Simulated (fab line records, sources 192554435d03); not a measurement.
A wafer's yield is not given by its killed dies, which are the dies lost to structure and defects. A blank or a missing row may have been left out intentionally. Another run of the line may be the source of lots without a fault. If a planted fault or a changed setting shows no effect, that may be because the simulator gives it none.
fab line records ; flow n5Finfet ; part 2 of 2: steps 20 to 27 of 27
record lots=5; wafers=15; lastDay=16
route steps=1938 shown TV_LITHO@1882 TV_OPEN@1887 PAD_METAL@1893 PASSIVATION@1897
lots untouched by any fault: they come from a run of this same line in which no faults occurred
startH: start of the lot's first displayed wafer, in hours after the record's first day ; waitH: hours from the lot's prior step to this one ; " repeats the value in the row above ; L1.1+2: a single row standing in for several wafers ; - value missing, or start not given ; * or withheld: withheld ; < > ~ a bound
route shown NAME@n: a module of which the file shows steps, and the number in the route of the first ; usual: mean and standard deviation over wafers with no fault ; same: alike in all rows ; chamber/n: place in a boat ; sites: the reading at each site ; _std_site: their standard deviation ; _edge_site: outer sites' mean less inner sites' ; radiusMm: for every site, how far away it sits from the centre of the wafer ; mask NAME#n: copy n ; behind: the tool/chamber that last shaped the wafer ; hold: cause of the lot's hold/its duration in hours/its outcome ; device: the n, p or np transistor that did not switch ; end of line: the same wafers' tests at the end of the route ; step lacking rows: just its recipe ; killed: the dies lost at the first sort to structure and to defects; this is not the yield of the wafer ; map: a wafer's dies, x killed, . not, _ none there
set.NAME: the setting as run; set.NAME@STEP: as run at that earlier step ; model.NAME: the simulator's own value behind a step, which no gauge read
a table for each step, a row for each wafer; lots at some steps of the route
services: a tool's chamber out of use, with start hour (startH, from the record's first day; less than 0 if before it), hours out, and reason
## steps
# step N5_PASSIVATION_EXPOSE_27
# recipe maskId=PAD; na=0.55; sourceShape=conventional; sigmaOuter=0.8; polarization=unpolarized; defocusNm=0; doseMj=32.3
# usual exposureDoseMJCm2=32.30/0.031; focusOffsetNm=-0.1/0.61
lot.wafer;tool;chamber;startH;waitH;mask;exposureDoseMJCm2;focusOffsetNm
L074.2;krfScanner-01;0;265.02;-;PAD#0;32.30;-0.4
L074.4;krfScanner-01;0;265.02;-;PAD#0;32.23;-0.1
L074.6;krfScanner-01;0;265.02;-;PAD#0;32.28;-0.2
L076.2;krfScanner-02;0;285.14;-;PAD#0;32.30;0.0
L076.3;krfScanner-02;0;285.14;-;PAD#0;32.30;0.3
L076.5;krfScanner-02;0;285.14;-;PAD#0;32.30;0.0
L080.2;krfScanner-02;0;320.59;-;PAD#0;32.28;-0.6
L080.4;krfScanner-02;0;320.59;-;PAD#0;32.33;0.2
L080.6;krfScanner-02;0;320.59;-;PAD#0;32.34;-0.3
L081.3;krfScanner-02;0;325.79;-;PAD#0;32.26;0.5
L081.4;krfScanner-02;0;325.79;-;PAD#0;32.30;-0.2
L081.5;krfScanner-02;0;325.79;-;PAD#0;32.31;0.4
L091.1;krfScanner-01;0;375.44;-;PAD#0;32.32;0.2
L091.3;krfScanner-01;0;375.44;-;PAD#0;32.27;0.2
L091.4;krfScanner-01;0;375.44;-;PAD#0;32.32;1.1
# step N5_PASSIVATION_PEB_28
# recipe pebTempC=withheld; pebTimeS=*
# usual chillPlateTempC=*
lot.wafer;tool;chamber;startH;waitH;chillPlateTempC
L074.2;lithoTrack-04;0;265.08;0.0;*
L074.4;lithoTrack-04;0;265.08;0.0;*
L074.6;lithoTrack-04;0;265.08;0.0;*
L076.2;lithoTrack-01;0;285.19;0.0;*
L076.3;lithoTrack-01;0;285.19;0.0;*
L076.5;lithoTrack-01;0;285.19;0.0;*
L080.2;lithoTrack-03;0;320.65;0.0;*
L080.4;lithoTrack-03;0;320.65;0.0;*
L080.6;lithoTrack-03;0;320.65;0.0;*
L081.3;lithoTrack-01;0;325.84;0.0;*
L081.4;lithoTrack-01;0;325.84;0.0;*
L081.5;lithoTrack-01;0;325.84;0.0;*
L091.1;lithoTrack-01;0;375.49;0.1;*
L091.3;lithoTrack-01;0;375.49;0.1;*
L091.4;lithoTrack-01;0;375.49;0.1;*
# step N5_PASSIVATION_DEVELOP_29
# recipe developTimeS=60; rinseLiquid=diw; dry=airSpin; devTempC=21
# usual chillPlateTempC=23.00/0.14
lot.wafer;tool;chamber;startH;waitH;chillPlateTempC
L074.2;lithoTrack-04;0;-;-;23.20
L074.4;lithoTrack-04;0;-;-;22.97
L074.6;lithoTrack-04;0;-;-;23.06
L076.2;lithoTrack-01;0;-;-;23.09
L076.3;lithoTrack-01;0;-;-;22.96
L076.5;lithoTrack-01;0;-;-;23.11
L080.2;lithoTrack-03;0;-;-;22.88
L080.4;lithoTrack-03;0;-;-;23.17
L080.6;lithoTrack-03;0;-;-;23.16
L081.3;lithoTrack-01;0;-;-;22.94
L081.4;lithoTrack-01;0;-;-;23.00
L081.5;lithoTrack-01;0;-;-;22.86
L091.1;lithoTrack-01;0;-;-;23.10
L091.3;lithoTrack-01;0;-;-;22.85
L091.4;lithoTrack-01;0;-;-;22.88
# step N5_PASSIVATION_HARDBAKE_31
# recipe tempC=130; timeS=120
# usual chillPlateTempC=23.01/0.1; heaterPowerTotalW=148.0/0.86
lot.wafer;tool;chamber;startH;waitH;chillPlateTempC;heaterPowerTotalW
L074.2;lithoTrack-04;0;-;-;22.95;147.4
L074.4;lithoTrack-04;0;-;-;22.83;149.2
L074.6;lithoTrack-04;0;-;-;22.88;149.4
L076.2;lithoTrack-01;0;-;-;22.90;147.4
L076.3;lithoTrack-01;0;-;-;22.88;147.4
L076.5;lithoTrack-01;0;-;-;22.82;147.8
L080.2;lithoTrack-03;0;-;-;23.07;148.2
L080.4;lithoTrack-03;0;-;-;23.07;147.2
L080.6;lithoTrack-03;0;-;-;23.09;147.6
L081.3;lithoTrack-01;0;-;-;23.12;149.0
L081.4;lithoTrack-01;0;-;-;23.06;147.4
L081.5;lithoTrack-01;0;-;-;23.20;149.2
L091.1;lithoTrack-01;0;-;-;22.99;147.3
L091.3;lithoTrack-01;0;-;-;23.12;146.4
L091.4;lithoTrack-01;0;-;-;22.97;147.2
# step N5_PASSIVATION_CD_MEAS_30
# recipe targetCdNm=4000; landingEnergyEv=500; detector=seInlens; polarity=opening
# usual cdNm=4000.8/2.1
lot.wafer;tool;chamber;startH;waitH;cdNm
L074.2;cdSem-02;0;265.20;-;4000.5
L074.4;cdSem-02;0;265.20;-;4000.8
L074.6;cdSem-02;0;265.20;-;4000.6
L076.2;cdSem-01;0;285.31;-;4000.0
L076.3;cdSem-01;0;285.31;-;3999.6
L076.5;cdSem-01;0;285.31;-;4004.5
L080.2;cdSem-02;0;320.77;-;3998.2
L080.4;cdSem-02;0;320.77;-;4002.5
L080.6;cdSem-02;0;320.77;-;3997.7
L081.3;cdSem-03;0;325.96;-;4000.5
L081.4;cdSem-03;0;325.96;-;4002.6
L081.5;cdSem-03;0;325.96;-;3998.8
L091.1;cdSem-03;0;375.61;-;4001.9
L091.3;cdSem-03;0;375.61;-;4000.1
L091.4;cdSem-03;0;375.61;-;4002.4
# step N5_PASSIVATION_OVL_MEAS_63
# recipe pointsPerWafer=44
# usual PAD_OVL=0/5.2
lot.wafer;tool;chamber;startH;waitH;PAD_OVL[nm]
L074.2;overlay-02;0;265.22;0.0;-3
L074.4;overlay-02;0;265.22;0.0;2
L074.6;overlay-02;0;265.22;0.0;5
L076.2;overlay-01;0;285.34;0.0;-3
L076.3;overlay-01;0;285.34;0.0;1
L076.5;overlay-01;0;285.34;0.0;-1
L080.2;overlay-01;0;320.80;0.0;-8
L080.4;overlay-01;0;320.80;0.0;-5
L080.6;overlay-01;0;320.80;0.0;1
L081.3;overlay-02;0;325.99;0.0;3
L081.4;overlay-02;0;325.99;0.0;-5
L081.5;overlay-02;0;325.99;0.0;-2
L091.1;overlay-02;0;375.64;0.0;-5
L091.3;overlay-02;0;375.64;0.0;-1
L091.4;overlay-02;0;375.64;0.0;2
# step N5_PASSIVATION_INSPECT_64
# recipe mode=adi; inspectInstrument=macro
# usual rawDefectCount=2.0/1.5
lot.wafer;tool;chamber;startH;waitH;rawDefectCount
L074.2;defectInspect-01;-;265.25;0.0;1
L074.4;defectInspect-01;-;265.25;0.0;4
L074.6;defectInspect-01;-;265.25;0.0;3
L076.2;defectInspect-02;-;285.37;0.0;0
L076.3;defectInspect-02;-;285.37;0.0;3
L076.5;defectInspect-02;-;285.37;0.0;0
L080.2;defectInspect-01;-;320.82;0.0;2
L080.4;defectInspect-01;-;320.82;0.0;1
L080.6;defectInspect-01;-;320.82;0.0;3
L081.3;defectInspect-01;-;326.01;0.0;4
L081.4;defectInspect-01;-;326.01;0.0;2
L081.5;defectInspect-01;-;326.01;0.0;3
L091.1;defectInspect-01;-;375.67;0.0;3
L091.3;defectInspect-01;-;375.67;0.0;4
L091.4;defectInspect-01;-;375.67;0.0;4
# step N5_PASSIVATION_DESCUM_32
# recipe chemistry=O2; timeS=7.9; sourcePowerW=50; biasPowerW=20; pressureMtorr=20; rfFrequencyHz=2.712e+07; tempC=40; o2FlowSccm=225
# usual drypumpMotorCurrentA=5.5/0.38; oesProductAu=0.78/0.1; rfFwdPowerW=49.65/0.18; rfVppV=242.9/1.5; showerheadPlenumPTorr=2.08/0.083; throttleValvePct=20.53/0.21
lot.wafer;tool;chamber;startH;waitH;drypumpMotorCurrentA;oesProductAu;rfFwdPowerW;rfHoursCounterH;rfVppV;showerheadPlenumPTorr;throttleValvePct
L074.2;rieDiel-01;1;265.28;0.0;5.7;0.86;49.52;57;242.5;2.11;20.32
L074.4;rieDiel-01;0;265.28;0.0;5.8;0.80;49.58;101;243.7;2.11;20.56
L074.6;rieDiel-01;3;265.28;0.0;5.7;0.72;49.24;-;242.7;2.06;20.64
L076.2;rieDiel-02;2;285.44;0.1;5.3;0.68;49.46;233;241.3;1.98;20.98
L076.3;rieDiel-02;3;285.44;0.1;5.1;0.70;49.70;217;243.1;2.17;21.02
L076.5;rieDiel-02;0;285.44;0.1;6.2;0.74;49.83;-;241.0;1.99;20.32
L080.2;rieDiel-06;1;320.86;0.0;5.2;0.88;49.75;46;241.1;2.02;20.22
L080.4;rieDiel-06;3;320.86;0.0;5.9;0.72;50.03;221;241.5;1.98;20.57
L080.6;rieDiel-06;3;320.86;0.0;5.9;0.71;50.04;-;240.0;1.98;20.57
L081.3;rieDiel-06;2;326.07;0.1;5.1;0.67;49.46;248;242.1;2.13;20.47
L081.4;rieDiel-06;1;326.07;0.1;5.2;0.88;49.61;-;242.7;2.02;20.21
L081.5;rieDiel-06;3;326.07;0.1;5.9;0.72;49.73;-;243.3;1.98;20.57
L091.1;rieDiel-06;0;375.70;0.0;5.2;0.96;49.75;4;245.3;2.16;20.57
L091.3;rieDiel-06;1;375.70;0.0;5.2;0.85;49.63;72;243.5;2.01;20.24
L091.4;rieDiel-06;0;375.70;0.0;5.2;0.96;49.72;-;243.8;2.16;20.56
## services
tool;chamber;startH;hours;kind
rieDiel-03;-;253.91;0.7;repair
krfScanner-01;-;279.65;1.0;pm
krfScanner-01;-;287.93;2.7;repair
krfScanner-02;-;299.29;0.8;pm
rieDiel-04;3;309.13;11.7;repair
rieDiel-02;2;312.22;9.2;repair
rieDiel-06;0;324.90;17.4;repair
rieDiel-04;1;326.22;4.5;repair
rieDiel-06;3;332.84;3.2;repair
rieDiel-06;0;342.34;-;clean
rieDiel-06;0;342.34;-;consumableReplace:focusRing
rieDiel-06;0;342.34;26.0;scheduledDown
rieDiel-06;0;342.34;26.0;ventCycle
rieDiel-04;3;358.52;5.5;repair
krfScanner-02;-;359.67;3.6;pm
rieDiel-06;2;368.43;-;clean
rieDiel-06;2;368.43;-;consumableReplace:focusRing
rieDiel-02;1;370.46;5.3;repair
rieDiel-04;2;371.62;-;clean
rieDiel-04;2;371.62;-;consumableReplace:focusRing
rieDiel-04;2;371.62;-;consumableReplace:showerhead
rieDiel-04;2;371.62;24.5;scheduledDown
rieDiel-04;2;371.62;24.5;ventCycle
lithoTrack-03;-;373.29;-;consumableReplace:filter
